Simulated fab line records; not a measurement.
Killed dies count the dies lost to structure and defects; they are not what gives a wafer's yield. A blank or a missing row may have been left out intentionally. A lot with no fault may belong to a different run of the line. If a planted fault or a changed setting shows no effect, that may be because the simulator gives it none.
Chamber matching + flow nandHarc + pecvd-03 running NHARC_A_STAIRCASE_DEP_151: 3 sister chambers
The step deposits SiO2, target thk 7200 nm. 20 wafers are shown with their chamber, then 10 later ones without.

== WAFERS WITH THEIR CHAMBER ==
| wafer  | chamber | heaterPowerW (W) |
|--------|---------|------------------|
| L074.4 | 0       | 453              |
| L074.5 | 1       | 591              |
| L074.6 | 2       | 561              |
| L076.2 | 0       | 551              |
| L076.4 | 0       | 446              |
| L076.6 | 1       | 570              |
| L078.2 | 2       | 696              |
| L078.3 | 0       | 522              |
| L078.4 | 1       | 584              |
| L081.1 | 1       | 724              |
| L081.5 | 2       | 560              |
| L081.6 | 0       | 460              |
| L082.1 | 2       | 608              |
| L082.4 | 0       | 453              |
| L082.6 | 2       | 574              |
| L084.1 | 1       | 656              |
| L084.3 | 2       | 652              |
| L084.5 | 0       | 460              |
| L091.2 | 2       | 658              |
| L091.3 | 0       | 573              |

SIGNATURES (means of the wafers above)
| reading      | chamber 0 | chamber 1 | chamber 2 | scatter within a chamber |
|--------------|-----------|-----------|-----------|--------------------------|
| heaterPowerW | 489.75    | 625.00    | 615.57    | 55.4                     |
Rule: a wafer lies at a distance from a chamber equal to the root of the sum of squares, over the readings, of (its reading less the chamber's mean, divided by the reading's scatter). If the next closest chamber is less than 2 further off than the closest, the wafer can't be placed; otherwise it belongs to the closest. How the scatter is found: for the shown wafers, subtract from each reading the mean of its chamber, square and add these, divide the total by (wafers less chambers), then take the root.

== WAFERS WITHOUT THEIR CHAMBER ==
| wafer  | heaterPowerW (W) |
|--------|------------------|
| L091.4 | 591              |
| L092.4 | 610              |
| L092.5 | 583              |
| L092.6 | 451              |
| L093.2 | 719              |
| L093.3 | 598              |
| L093.6 | 448              |
| L094.1 | 490              |
| L094.4 | 578              |
| L094.5 | 587              |

== CHAMBER TAKEN BY EACH ==
| wafer  | from the rows above          | in truth |
|--------|------------------------------|----------|
| L091.4 | can't be placed: 2 or 1 or 0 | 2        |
| L092.4 | can't be placed: 2 or 1      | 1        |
| L092.5 | can't be placed: 2 or 1 or 0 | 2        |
| L092.6 | 0                            | 0        |
| L093.2 | can't be placed: 1 or 2      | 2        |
| L093.3 | can't be placed: 2 or 1 or 0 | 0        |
| L093.6 | 0                            | 0        |
| L094.1 | 0                            | 0        |
| L094.4 | can't be placed: 2 or 1 or 0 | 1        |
| L094.5 | can't be placed: 2 or 1 or 0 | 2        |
Correctly placed: 3 of 10. Can't be placed from these rows: 7 (the true chamber is among the candidates in 7). Wrongly placed: 0.
